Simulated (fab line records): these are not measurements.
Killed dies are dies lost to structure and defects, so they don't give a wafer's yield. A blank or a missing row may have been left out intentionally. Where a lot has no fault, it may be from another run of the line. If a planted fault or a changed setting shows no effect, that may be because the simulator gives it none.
Matching of chambers || flow nandHarc || 4 sister chambers for NHARC_P_GATE_ALD_36 on aldSin-04
The step deposits SiNx, target thk 20 nm, pulse time 60 s, ald cycles 223. 4 wafers are shown with their chamber, then 8 later ones without.

## WAFERS WITH THEIR CHAMBER
{"wafer": "L088.3", "chamber": 3, "heaterPowerOuterW (W)": 512}
{"wafer": "L088.6", "chamber": 1, "heaterPowerOuterW (W)": 479}
{"wafer": "L088.5", "chamber": 2, "heaterPowerOuterW (W)": 551}
{"wafer": "L092.4", "chamber": 0, "heaterPowerOuterW (W)": 519}

## WAFERS WITHOUT THEIR CHAMBER
{"wafer": "L092.6", "heaterPowerOuterW (W)": 531}
{"wafer": "L092.5", "heaterPowerOuterW (W)": 485}
{"wafer": "L095.4", "heaterPowerOuterW (W)": 478}
{"wafer": "L095.6", "heaterPowerOuterW (W)": 522}
{"wafer": "L095.5", "heaterPowerOuterW (W)": 476}
{"wafer": "L096.3", "heaterPowerOuterW (W)": 524}
{"wafer": "L096.2", "heaterPowerOuterW (W)": 494}
{"wafer": "L096.6", "heaterPowerOuterW (W)": 525}

## THE CHAMBER EACH PASSED THROUGH
{"wafer": "L092.6", "from the rows above": "can't be placed: 0 or 3 or 2", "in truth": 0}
{"wafer": "L092.5", "from the rows above": 1, "in truth": 1}
{"wafer": "L095.4", "from the rows above": 1, "in truth": 1}
{"wafer": "L095.6", "from the rows above": "can't be placed: 0 or 3", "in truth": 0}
{"wafer": "L095.5", "from the rows above": 1, "in truth": 1}
{"wafer": "L096.3", "from the rows above": "can't be placed: 0 or 3", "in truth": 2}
{"wafer": "L096.2", "from the rows above": "can't be placed: 1 or 3 or 0", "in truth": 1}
{"wafer": "L096.6", "from the rows above": "can't be placed: 0 or 3", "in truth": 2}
3 of 8 placed correctly. Unplaceable from these rows: 5, with the true chamber sitting among the candidates in 3. 0 placed wrongly.
How it was worked out, from the rows above alone: a wafer's distance from a chamber is the root of the sum, over the readings, of the square of ((its reading less the chamber's mean) divided by the reading's scatter). The wafer belongs to the nearest chamber; if the next one is less than 2 further off, it can't be placed. The mean given for a chamber averages the wafers shown for that chamber. The scatter: with one shown wafer a chamber, the root of the mean of the squares of how far each hidden wafer lies from its nearest shown one.
